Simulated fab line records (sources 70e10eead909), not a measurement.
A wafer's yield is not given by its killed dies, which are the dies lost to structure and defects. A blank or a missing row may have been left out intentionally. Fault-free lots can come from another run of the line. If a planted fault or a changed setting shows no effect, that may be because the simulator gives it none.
8D (eight disciplines) problem report, filled in by code	flow nand harc	the parts of the form that need people (team, actions taken, sign-off) are left out

## 1. PROBLEM STATEMENT
spike tc upper C at NHARC_THIN_TSV_ANNEAL_58 reads a mean of 424.9 C on 6 wafers of 2 lots; wafers without a fault read 399.4 C with a standard deviation of 1.1. That puts it +23 standard deviations away from the usual mean.
The step: time 1800 s.
The first sign was on wafer L820.1 at day 31 18:52, on furnace-01. At this step, 36 wafers from 12 lots have a number in the record. Rule for "out", or "out of limits": more than 4 standard deviations from the usual mean. All remaining wafers that have a number are taken as sound.

## 2. WHAT IT IS, AND WHAT IT ISN'T
question	is	is not
which readings at this step	spike tc upper C, spike tc bottom C, spike tc centre C, spike tc lower C, spike tc top C, zone power centre pct	-
which lots	L820, L822	L804, L805, L807, L808, L809, L811, L816, L824, L825, L827
which wafers of those lots	all that have a number	-
read on which tools	furnace-01	furnace-03, furnace-07
when	from day 31 18:52	up to then (21 sound wafers); but 9 sound wafers of L824, L825, L827 came after

## 3. THE SUSPECTS, EACH WITH WHAT RULES IT OUT
Counting: a tool at any process step up to the reading remains a suspect when it ran all the lots that are out and ran no sound lot after the first of those.
- rie metal-02 at NHARC_THIN_TSV_ETCH_36 (etches the open film in Cl2/BCl3, target depth 65 nm, time 18.571 s): ruled out as a lasting fault. After its first lot that is out, L820 (day 31 14:54), sound lots L825 ran on it.
- furnace-01 at NHARC_THIN_TSV_ANNEAL_58 (time 1800 s): kept. It ran every lot that is out, first L820 (day 31 18:52), and no sound lot after that; its last sound lot up to then is L816 (day 28 18:00). Out on those wafers are its own readings of spike tc bottom C, spike tc centre C, spike tc lower C, spike tc top C, spike tc upper C, zone power centre pct.
The count leaves furnace-01 at NHARC_THIN_TSV_ANNEAL_58.

## 4. THE CAUSE (what the simulator had put in)
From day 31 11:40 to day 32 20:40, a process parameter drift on furnace-01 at NHARC_THIN_TSV_ANNEAL_58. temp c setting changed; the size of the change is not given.
After counting, this tool was the only one left.

## 5. SEQUENCE OF EFFECTS, ordered by route
Each row: a reading whose mean over the struck wafers that have a number lies more than 3 standard deviations from the usual. Scope: only readings with a usual standard deviation given in the record; hours: median across lots of the time from each lot's start at the first step in this table that gives one to its start at this step; sigmas: change in usual standard deviations.
hours	step	reading	usual	on struck wafers	change	sigmas
0	NHARC_THIN_TSV_ANNEAL_58	spike tc bottom C	423.1 C	449.5	+26.4	+17
0	NHARC_THIN_TSV_ANNEAL_58	spike tc centre C	400.1 C	424.1	+24.0	+16
0	NHARC_THIN_TSV_ANNEAL_58	spike tc lower C	399.9 C	424.8	+24.9	+23
0	NHARC_THIN_TSV_ANNEAL_58	spike tc top C	429.9 C	455.1	+25.2	+18
0	NHARC_THIN_TSV_ANNEAL_58	spike tc upper C	399.4 C	424.9	+25.5	+23
0	NHARC_THIN_TSV_ANNEAL_58	zone power centre pct	4.56 %	5.00	+0.44	+7.7
Here are the process steps it includes:
- NHARC_THIN_TSV_ANNEAL_58: time 1800 s.
At these later measuring or inspecting steps, every struck wafer for which the step has a row has a number for every such reading, and none has moved that far: NHARC_END_SORT_01.

## 6. HOW IT WOULD HAVE BEEN CAUGHT EARLIER
The fault began at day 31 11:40; the first out-of-limits reading in this record came at day 31 18:52, 7 hours later.
